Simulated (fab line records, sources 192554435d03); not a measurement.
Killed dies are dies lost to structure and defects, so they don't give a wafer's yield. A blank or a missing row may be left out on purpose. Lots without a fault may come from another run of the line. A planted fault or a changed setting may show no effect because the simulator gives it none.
Which tool did it? | flow n5_finfet | 11 lots, 32 wafers sampled, at 4 steps of a route of 1938

WHAT THE GAUGES READ, wafer by wafer
N5_BEOL_M14_OCD_MEAS_35.
lot  | measured     | on     | trench_depth_nm (nm)
L705 | day 11 11:14 | ocd-02 | 533 536 540
L710 | day 12 19:34 | ocd-02 | 538 530 536
L711 | day 14 00:07 | ocd-01 | 535 576 576
L716 | day 14 23:49 | ocd-02 | 529 585 588
L715 | day 15 10:05 | ocd-01 | 533 577
L725 | day 16 17:52 | ocd-01 | 534 557 590
L721 | day 16 23:25 | ocd-01 | 567 544 567
L724 | day 17 06:46 | ocd-02 | 552 553 594
L723 | day 17 08:11 | ocd-01 | 542 559 540
L726 | day 17 20:55 | ocd-02 | 543 566 561
L728 | day 17 21:19 | ocd-01 | 578 534 571

WHICH TOOL RAN EACH LOT (tool, then ch and the chambers of the sampled wafers, then the start)
lot  | N5_BEOL_M14_STRIP_64                          | N5_BEOL_M14_DESCUM_33              | N5_BEOL_M14_ETCH_68
L705 | rie_diel-06 ch 0,2,3, day 11 10:38 or earlier | rie_diel-06 ch 0,1,3, day 11 10:38 | rie_diel-06 ch 0,1,3, day 11 10:49
L710 | rie_diel-06 ch 0,2,3, day 12 18:57 or earlier | rie_diel-05 ch 1,2,3, day 12 18:57 | rie_diel-05 ch 1,2,3, day 12 19:08
L711 | rie_diel-02 ch 1,3, day 13 23:31 or earlier   | rie_diel-05 ch 0,3, day 13 23:31   | rie_diel-05 ch 0,3, day 13 23:41
L716 | rie_diel-02 ch 0,1,3, day 14 23:13 or earlier | rie_diel-02 ch 2,3, day 14 23:13   | rie_diel-02 ch 2,3, day 14 23:23
L715 | rie_diel-02 ch 1,2, day 15 09:28 or earlier   | rie_diel-05 ch 0,1, day 15 09:28   | rie_diel-05 ch 0,1, day 15 09:38
L725 | rie_diel-05 ch 1,2,3, day 16 17:15 or earlier | rie_diel-02 ch 1,2,3, day 16 17:15 | rie_diel-02 ch 1,2,3, day 16 17:26
L721 | rie_diel-05 ch 1,2,3, day 16 22:49 or earlier | rie_diel-06 ch 1,2, day 16 22:49   | rie_diel-06 ch 1,2, day 16 22:59
L724 | rie_diel-02 ch 0,1, day 17 06:09 or earlier   | rie_diel-02 ch 0,3, day 17 06:09   | rie_diel-02 ch 0,3, day 17 06:20
L723 | rie_diel-02 ch 0,1,3, day 17 07:35 or earlier | rie_diel-06 ch 0,2, day 17 07:35   | rie_diel-06 ch 0,2, day 17 07:46
L726 | rie_diel-02 ch 1,2, day 17 20:19 or earlier   | rie_diel-06 ch 0,1,2, day 17 20:19 | rie_diel-06 ch 0,1,2, day 17 20:29
L728 | rie_diel-02 ch 1,2,3, day 17 20:43 or earlier | rie_diel-05 ch 1,2, day 17 20:43   | rie_diel-05 ch 1,2, day 17 20:54
- N5_BEOL_M14_STRIP_64: strips in O2.
- N5_BEOL_M14_DESCUM_33: chemistry O2, time 7.9 s.
- N5_BEOL_M14_ETCH_68: etches SOC in N2/H2, time 450 s.

THE ANSWER, worked out from the rows above alone
Rule: what is usual is taken from the lots themselves. Put in order of their means at a reading, lots are off if they are a third of the lots or fewer, leave a main group of 4 or more, and stand apart from it by a gap of 3 or more times the standard deviation of the main group's means; of several such gaps the widest counts. A main group whose means are all the same, to the digits that the tables above print for the reading, isn't used. A lot without any number at a reading at which 4 lots or more have one is off too. The other lots that the step has rows for count as sound.
No lot is off at any reading shown: from this, nothing can be told.

WHAT THE SIMULATOR HAD PUT IN
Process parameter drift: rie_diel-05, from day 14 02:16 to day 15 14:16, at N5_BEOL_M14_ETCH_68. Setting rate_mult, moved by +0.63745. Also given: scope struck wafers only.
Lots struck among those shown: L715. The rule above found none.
